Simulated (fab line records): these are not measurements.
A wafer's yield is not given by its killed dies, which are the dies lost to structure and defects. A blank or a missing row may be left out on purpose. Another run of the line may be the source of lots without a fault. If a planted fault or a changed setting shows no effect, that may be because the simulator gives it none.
A struck lot beside a sound one -- flow nand-harc -- 28 steps out of a route of 1302
Sound: wafers L740.1, L740.4, L740.6. Struck: wafers L755.2, L755.4, L755.6. The cause is named last.
At each step with rows: each side's tool, then ch and its chambers, then its first start. Under that, the readings that differ: sound wafers -- struck wafers -- difference of the means -- sigmas: that difference in standard deviations of wafers without a fault.
alike: readings with means less than 2 such deviations apart, plus words and numbers identical on both sides. not compared: withheld readings, readings lacking a value on some wafer, bounds such as >300 that could conceal the same value, and numbers that have no deviation in the record and whose values overlap.
A row with sigmas, a row that says differs or no value, or rows on one side alone: a step with any of these is where the two part. Numbers that have no deviation but don't overlap get no sigmas and don't part them. A reading that every wafer of one side lacks parts them only if that side has two wafers or more.

first, 1 step without rows for these wafers: NHARC_P_ZERO_WELL_HARDBAKE_53 (time 80 s).
NHARC_P_ZERO_WELL_DESCUM_54: chemistry O2, time 3 s.
  sound on rie-diel-06 ch 1,2, day 4 23:56; struck on rie-diel-09 ch 1,2,3, day 11 06:20
reading,sound,struck,difference,sigmas
oes-product-au (a.u.),1.008 1.001 1.015,0.992 0.990 0.967,-0.025,-3
  alike: drypump-motor-current-A, rf-vpp-V, showerhead-plenum-p-Torr, throttle-valve-pct
  not compared: rf-hours-counter-h
then, 5 steps without rows for these wafers: NHARC_P_ZERO_WELL_IMPLANT_55; NHARC_P_ZERO_WELL_IMPLANT_61; NHARC_P_ZERO_WELL_STRIP_56 (strips in SPM, time 840 s); NHARC_P_ZERO_WELL_PRECLEAN_68 (cleans in SC1, time 60 s); NHARC_P_ZERO_WELL_SRD_69.
NHARC_P_ZERO_WELL_RTA_42: time 300 s.
  sound on rtp-anneal-01 ch 0, day 5 00:56; struck on rtp-anneal-01 ch 0, day 11 07:24
  alike: lamp-power-pct, lamp_zone_2_pct, wafer_temp_C_max
NHARC_P_ZERO_WELL_INSPECT_43:
  sound on defect-inspect-01 at day 5 01:36; struck on defect-inspect-01 at day 11 07:59
  alike: raw-defect-count
then, 3 steps without rows for these wafers: NHARC_P_STI_ETCH_26 (etches SiO2 in dHF, target depth 11 nm); NHARC_P_STI_PRECLEAN_27 (cleans in SC1); NHARC_P_STI_SRD_28.
NHARC_P_STI_OXIDE_29: material SiO2, target thk 10 nm, ox time 1362 s.
  sound on furnace-03 ch 0, day 5 04:51; struck on furnace-03 ch 0, day 11 11:20
then, 10 steps without rows for these wafers: NHARC_P_STI_HM_DEP_30 (deposits Si3N4, target thk 80 nm, time 873 s); NHARC_P_STI_DEHYDRATE_01 (time 120 s); NHARC_P_STI_HMDS_02 (time 30 s); NHARC_P_STI_COAT_41 (time 65 s); NHARC_P_STI_COAT_03 (resist thk 600 nm); NHARC_P_STI_SOFTBAKE_04 (time 70 s); NHARC_P_STI_EBR_05; NHARC_P_STI_EXPOSE_06 (exposes mask P STI, target cd 200 nm); NHARC_P_STI_PEB_07 (peb time 80 s); NHARC_P_STI_DEVELOP_08 (time 50 s).
NHARC_P_STI_CD_MEAS_09 targets a cd of 200 nm.
  sound on cd-sem-02 ch 0, day 5 17:54; struck on cd-sem-03 ch 0, day 11 22:36
  alike: cd-nm
NHARC_P_STI_OVL_MEAS_10:
  sound on overlay-01 at day 5 17:59; struck on overlay-02 at day 11 22:41
  alike: overlay-x-nm, overlay-y-nm
NHARC_P_STI_INSPECT_11:
  sound on defect-inspect-02 at day 5 18:01; struck on defect-inspect-01 at day 11 22:44
reading,sound,struck,difference,sigmas
raw-defect-count,2 5 3,27 31 33,+27,+11
then, 1 step without rows for these wafers: NHARC_P_STI_HARDBAKE_13 (time 65 s).
-- break in the record here, with 21 days between the starts of the struck wafers on either side (left off in module P_STI, picked up again in module END, where the first step shown is number 1302 on the route) --
NHARC_END_SORT_01:
  at this point the record logs the struck wafers (prober-02 ch 0, day 33 09:23) and has no rows for the sound ones

## WHERE THEY PART
Earliest at NHARC_P_ZERO_WELL_DESCUM_54; latest, in this record, at NHARC_END_SORT_01.

WHY: the cause the simulator had injected
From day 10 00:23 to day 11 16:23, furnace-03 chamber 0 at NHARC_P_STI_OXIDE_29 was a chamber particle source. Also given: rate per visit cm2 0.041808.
